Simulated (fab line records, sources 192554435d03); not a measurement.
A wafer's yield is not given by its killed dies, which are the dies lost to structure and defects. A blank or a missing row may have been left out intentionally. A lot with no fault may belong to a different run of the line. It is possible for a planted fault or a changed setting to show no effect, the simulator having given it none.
fab line records	flow n5Finfet
record: lots: 11	wafers: 33	lastDay: 17
route steps=1938 shown BEOL_M11@1572 TV_LITHO@1884 PASSIVATION@1909
lots that met no fault: taken from a fault-free run of the same line
startH: the number of hours between the record's first day and the start of the first shown wafer of the lot	waitH: time in hours since the lot's previous step	" unchanged from the row above	L1.1+2: one row covering several wafers at once	- no value present, or no start provided	* or withheld: withheld	< > ~ a bound
route shown NAME@n: NAME is a module with steps in the file, n the number in the route of the first one	usual: the fault-free wafers' mean and standard deviation	same: alike in all rows	chamber/n: place in a boat	sites: per-site readings	_std_site: the values' standard deviation	_edge_site: inner sites' mean taken away from outer sites' mean	radiusMm: how far each site lies from the wafer's centre	mask NAME#n: copy n	behind: the most recent tool/chamber to have shaped the wafer	hold: what put the lot on hold/how long, in hours/how the hold closed	device: the n, p or np transistor that did not switch	end of line: at the end of the route, the tests of the same wafers	a step without rows: its recipe alone	killed: dies lost to structure and defects at the first sort, not the wafer's yield	map: dies across one wafer; x = killed, . = not, _ = none there
set.NAME: the setting the step ran with; set.NAME@STEP: the setting that earlier step ran with	model.NAME: the simulator's own value behind a step, which no gauge read
the route's steps for a sample of lots (tables are steps, rows are wafers)
services: when a tool's chamber went out of use (startH, in hours from the record's first day, below 0 if earlier), for how many hours, and the reason
== steps ==
step: N5_BEOL_M11_ETCH_65
recipe: chemistry: CF4	target: SiARC	targetDepthA: 390	maskMaterial: CAR-ArF	timeS: 65	ionEnergyEv: 80	pressureMtorr: 40	sourceW: 545	biasW: 36	Ar_flow_sccm: 100	cf4FlowSccm: 100	ends: cleared
usual: drypumpMotorCurrentA: 5.63/0.29	etchRfOnTimeS: 64.9/1.3	oesProductAu: 0.65/0.059	rfFwdPowerW: 539.0/2.5	rfVppV: 183.3/1.4	showerheadPlenumPTorr: 2.07/0.092	throttleValvePct: 15.54/0.22
lot.wafer	tool	chamber	startH	waitH	drypumpMotorCurrentA	etchRfOnTimeS	oesProductAu	rfFwdPowerW	rfHoursCounterH	rfVppV	showerheadPlenumPTorr	throttleValvePct
L419.3	rieDiel-01	3	229.69	0.0	5.51	65.7	0.63	543.5	163	183.3	1.98	15.81
L419.4	"	2	"	"	5.74	63.8	0.67	539.9	136	183.9	2.14	15.33
L419.5	"	2	"	"	5.73	64.5	0.66	539.6	-	183.5	2.14	15.31
L420.2	rieDiel-03	0	235.71	0.0	5.41	66.5	0.64	538.7	151	181.4	1.98	15.69
L420.5	"	1	"	"	6.12	64.0	0.74	538.9	-	183.6	2.09	15.35
L420.6	"	0	"	"	5.45	66.9	0.64	538.2	-	181.0	1.98	15.69
L421.1	rieDiel-01	0	237.33	0.0	5.74	62.8	0.69	537.3	97	184.1	2.16	15.26
L421.4	"	3	"	"	5.50	65.1	0.63	544.8	164	182.5	1.98	15.83
L421.5	"	1	"	"	5.96	66.1	0.60	531.8	-	184.6	2.21	15.47
L422.2	rieDiel-01	1	241.17	0.0	5.95	66.0	0.61	542.3	196	184.6	2.21	15.47
L422.5	"	3	"	"	5.56	65.5	0.63	542.5	-	181.2	1.98	15.82
L422.6	"	0	"	"	5.68	63.0	0.69	536.6	-	183.9	2.16	15.29
L423.2	rieDiel-03	2	253.36	0.0	5.40	64.9	0.64	536.7	154	181.6	1.98	15.47
L423.3	"	1	"	"	6.10	64.1	0.72	536.7	63	183.1	2.08	15.37
L423.6	"	0	"	"	5.48	65.9	0.63	540.6	-	181.8	1.98	15.71
L424.2	rieDiel-01	3	254.69	0.0	5.49	66.1	0.63	540.7	171	183.4	1.98	15.85
L424.3	"	2	"	"	5.72	64.3	0.65	541.1	145	186.1	2.14	15.34
L424.4	"	0	"	"	5.71	63.2	0.69	539.1	103	185.3	2.16	15.31
L427.1	rieDiel-01	0	267.32	0.0	5.69	62.0	0.69	539.5	110	185.3	2.16	15.30
L427.5	"	0	"	"	5.73	62.3	0.68	539.4	-	183.5	2.16	15.30
L427.6	"	2	"	"	5.74	62.9	0.66	538.3	-	184.2	2.14	15.35
L437.1	rieDiel-03	2	341.97	0.0	5.43	66.3	0.62	539.9	178	181.1	1.97	15.53
L437.3	"	1	"	"	6.10	64.4	0.71	538.7	84	183.1	2.08	15.43
L437.6	"	0	"	"	5.43	66.9	0.62	540.9	-	180.7	1.97	15.76
L436.1	rieDiel-03	0	342.82	0.0	5.41	67.3	0.61	541.2	183	181.9	1.97	15.74
L436.2	"	3	"	"	5.26	65.5	0.58	537.1	247	181.7	2.03	15.83
L436.4	"	2	"	"	5.41	65.9	0.63	539.3	179	181.5	1.97	15.52
L438.2	rieDiel-04	2	344.87	0.0	5.83	65.9	0.61	542.8	196	182.0	1.97	15.62
L438.4	"	0	"	"	5.19	64.2	0.77	538.7	30	183.3	2.09	15.17
L438.5	"	3	"	"	6.00	65.4	0.63	534.7	-	183.0	2.05	15.47
L439.4	rieDiel-01	1	365.77	0.0	5.99	65.5	0.59	537.5	228	183.5	2.20	15.52
L439.5	"	3	"	"	5.53	65.3	0.61	542.4	-	181.1	1.97	15.91
L439.6	"	0	"	"	5.69	63.5	0.66	540.5	-	184.9	2.15	15.36
step: N5_PASSIVATION_OVL_MEAS_60
recipe: pointsPerWafer: 44
usual: TV_OVL: -3/6.5
lot.wafer	tool	chamber	startH	waitH	TV_OVL[nm]
L419.3	overlay-01	0	261.38	0.0	0
L419.4	"	0	"	"	4
L419.5	"	0	"	"	-13
L420.2	overlay-02	0	276.56	0.0	3
L420.5	"	0	"	"	7
L420.6	"	0	"	"	-1
L421.1	overlay-01	0	276.72	0.0	-11
L421.4	"	0	"	"	0
L421.5	"	0	"	"	-3
L422.2	overlay-02	0	279.79	0.0	-7
L422.5	"	0	"	"	-2
L422.6	"	0	"	"	-9
L423.2	overlay-02	0	288.03	0.0	-13
L423.3	"	0	"	"	-10
L423.6	"	0	"	"	-17
L424.2	overlay-01	0	292.13	0.0	14
L424.3	"	0	"	"	0
L424.4	"	0	"	"	8
L427.1	overlay-01	0	299.49	0.0	-4
L427.5	"	0	"	"	-4
L427.6	"	0	"	"	-5
L437.1	overlay-01	0	385.14	0.0	4
L437.3	"	0	"	"	6
L437.6	"	0	"	"	-1
L436.1	overlay-01	0	386.18	0.0	3
L436.2	"	0	"	"	-6
L436.4	"	0	"	"	-4
L438.2	overlay-01	0	389.90	0.0	-1
L438.4	"	0	"	"	-6
L438.5	"	0	"	"	5
L439.4	overlay-01	0	409.32	0.0	3
L439.5	"	0	"	"	-8
L439.6	"	0	"	"	0
step: N5_PASSIVATION_AL_ETCH_33
recipe: chemistry: Cl2/BCl3	targetDepthA: 28000	overEtchFrac: 0.15	Cl2_flow_sccm: 180	bcl3FlowSccm: 60	target: Al	stopOn: TaN	timeS: 466.7	ionEnergyEv: 100	pressureMtorr: 10	icpW: 900	biasW: 100
usual: drypumpMotorCurrentA: 5.6/0.43	oesProductAu: 0.75/0.091	rfFwdPowerW: 899.1/2.6	throttleValvePct: 34.15/0.22
lot.wafer	tool	chamber	startH	waitH	drypumpMotorCurrentA	oesProductAu	rfFwdPowerW	rfHoursCounterH	throttleValvePct
L419.3	rieMetal-02	1	263.91	0.3	5.4	0.73	899.4	-	34.13
L419.4	"	1	"	"	5.3	0.74	900.1	-	34.15
L419.5	"	1	"	"	5.4	0.73	900.2	-	34.13
L420.2	rieMetal-01	0	278.22	0.1	6.8	0.70	898.7	41	34.08
L420.5	"	0	"	"	6.8	0.70	900.0	-	34.07
L420.6	"	1	"	"	5.2	0.86	897.7	-	34.34
L421.1	rieMetal-03	0	278.77	0.1	5.5	0.57	900.8	116	34.54
L421.4	"	1	"	"	5.7	0.84	904.3	-	34.14
L421.5	"	0	"	"	5.5	0.58	901.7	-	34.55
L422.2	rieMetal-03	0	281.40	0.1	5.5	0.57	898.8	116	34.52
L422.5	"	1	"	"	5.7	0.85	896.8	-	34.10
L422.6	"	0	"	"	5.4	0.57	901.2	-	34.54
L423.2	rieMetal-03	1	291.21	0.1	5.7	0.81	898.9	3	34.15
L423.3	"	0	"	"	5.4	0.57	902.2	-	34.56
L423.6	"	1	"	"	5.7	0.81	897.4	-	34.17
L424.2	rieMetal-02	1	293.82	0.1	5.4	0.72	899.8	29	34.13
L424.3	"	1	"	"	5.4	0.73	895.4	-	34.14
L424.4	"	0	"	"	5.6	0.89	900.8	-	33.73
L427.1	rieMetal-02	1	301.55	0.1	5.3	0.72	898.8	30	34.13
L427.5	"	0	"	"	5.5	0.86	896.5	-	33.75
L427.6	"	1	"	"	5.4	0.71	903.8	-	34.15
L437.1	rieMetal-02	0	386.98	0.1	5.6	0.81	895.2	8	33.78
L437.3	"	1	"	"	5.4	0.70	899.4	-	34.15
L437.6	"	0	"	"	5.5	0.81	900.9	-	33.77
L436.1	rieMetal-01	0	390.69	0.1	6.8	0.67	897.1	51	34.13
L436.2	"	1	"	"	5.2	0.79	898.2	13	34.40
L436.4	"	0	"	"	6.8	0.67	897.5	-	34.11
L438.2	rieMetal-03	0	392.34	0.1	5.5	0.83	901.0	6	34.18
L438.4	"	0	"	"	5.4	0.83	901.8	-	34.16
L438.5	"	1	"	"	5.7	0.77	900.8	-	34.14
L439.4	rieMetal-03	0	411.52	0.2	5.4	0.82	901.0	-	34.16
L439.5	"	1	"	"	5.7	0.76	899.0	-	34.17
L439.6	"	0	"	"	5.4	0.82	897.3	-	34.18
step: N5_PASSIVATION_PROBE_49
usual: defectLimitedYield: 91.1/1.5	killed_at_M0_to_M3: 36/11	killed_at_M4_up: 13/5	killedAtContacts: 13/5	killedAtFrontEnd: 40/12	killedAtOther: 3.3/2.3	killedDies: 106/17	killedOpen: 70/13	killedShort: 34/7.6	sort_bin_5_function: 5.3/0.96	sort_bin_6_memory: 3.3/0.66	sortNPass: 1074/17	sortYieldPct: 91.1/1.5
same: grossDies: 1180	killedAtBackSide: 0	sort_bin_4_leakage[%]: 0	sort_bin_8_speed[%]: 0
lot.wafer	tool	chamber	startH	waitH	defectLimitedYield[%]	killed_at_M0_to_M3	killed_at_M4_up	killedAtContacts	killedAtFrontEnd	killedAtOther	killedDies	killedOpen	killedShort	sort_bin_5_function[%]	sort_bin_6_memory[%]	sortNPass	sortYieldPct[%]
L427.1	prober-01	-	306.62	0.0	84.1	42	109	7	23	7	188	58	33	10.8	3.8	992	84.1
L427.5	prober-01	-	306.82	0.2	86.0	22	106	7	24	6	165	37	33	8.8	4.2	1015	86.0
L427.6	prober-01	-	306.87	0.3	90.2	56	12	12	34	2	116	79	35	6.3	3.1	1064	90.2
killed by level:class
L427.1 BEOL_M11:unspecified=95 BEOL_M0_SAQP:geometricParticle:open=12 BEOL_M1:geometricParticle:open=8 MOL_CONTACT_COAG:geometricParticle:open=7 BEOL_M0_SAQP:geometricParticle:short=7 BEOL_M4:geometricParticle:open=7 BEOL_M3:geometricParticle:open=5 GATE_CUT:geometricParticle:short=4
L427.5 BEOL_M11:unspecified=93 STI_FIN_REVEAL:geometricParticle:open=8 FIN_SAQP:geometricParticle:short=7 BEOL_M1:geometricParticle:open=7 BEOL_M0_SAQP:geometricParticle:short=6 BEOL_M4:geometricParticle:open=5 MOL_CONTACT_COAG:geometricParticle:short=4 MIM_TOP:geometricParticle:open=4
L427.6 BEOL_M0_SAQP:geometricParticle:short=14 BEOL_M1:geometricParticle:open=12 MOL_CONTACT_COAG:geometricParticle:open=11 BEOL_M0_SAQP:geometricParticle:open=10 BEOL_M2:geometricParticle:open=10 STI_FIN_REVEAL:geometricParticle:open=7 FIN_SAQP:geometricParticle:open=5 FIN_SAQP:geometricParticle:short=5
== services ==
tool	chamber	startH	hours	kind
rieDiel-03	-	211.39	14.6	pm
rieDiel-01	3	230.17	3.4	repair
rieMetal-03	1	239.36	5.0	repair
rieMetal-03	1	244.78	-	clean
rieMetal-03	1	244.78	18.0	scheduledDown
rieMetal-03	1	244.78	18.0	ventCycle
rieMetal-02	0	249.36	7.9	repair
rieMetal-01	-	251.04	0.7	repair
rieDiel-04	-	254.83	0.1	repair
rieDiel-01	2	256.39	8.1	repair
rieDiel-01	1	260.87	12.6	repair
rieDiel-03	1	285.68	6.9	repair
rieMetal-03	1	313.58	5.8	repair
rieMetal-03	0	319.38	-	clean
rieMetal-03	0	319.38	15.2	scheduledDown
rieMetal-03	0	319.38	15.2	ventCycle
rieMetal-01	0	320.72	5.3	repair
rieMetal-03	-	347.60	1.4	pm
rieDiel-01	2	359.98	1.5	repair
rieDiel-01	0	380.89	8.4	repair
rieDiel-03	0	392.08	2.0	repair
rieDiel-01	2	395.02	12.0	repair
rieMetal-03	-	396.71	14.6	pm
rieMetal-01	1	401.11	5.5	repair
== key ==
firstSign: step: N5_PASSIVATION_PROBE_49	reading: killed_at_M4_up	direction: up	sigmas: 19	usual: 13	struck: 108
effect: step: N5_PASSIVATION_PROBE_49	reading: killedDies	direction: up	sigmas: 4.1	usual: 106	struck: 176
moreKillsBornAt: N5_BEOL_M11_ETCH_65@rieDiel-01: 188
metAt N5_BEOL_M11_ETCH_65
struckLots L427
struckWafers L427.1,L427.5
notActingAt N5_PASSIVATION_OVL_MEAS_60,N5_PASSIVATION_AL_ETCH_33
onsetBetween 254.69 267.32
fault: kind: chamberParticleSource	tool: rieDiel-01	chamber: 0	onsetH: 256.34	steps: N5_BEOL_M11_ETCH_65	ratePerVisitCm2: 0.39748	endH: 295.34
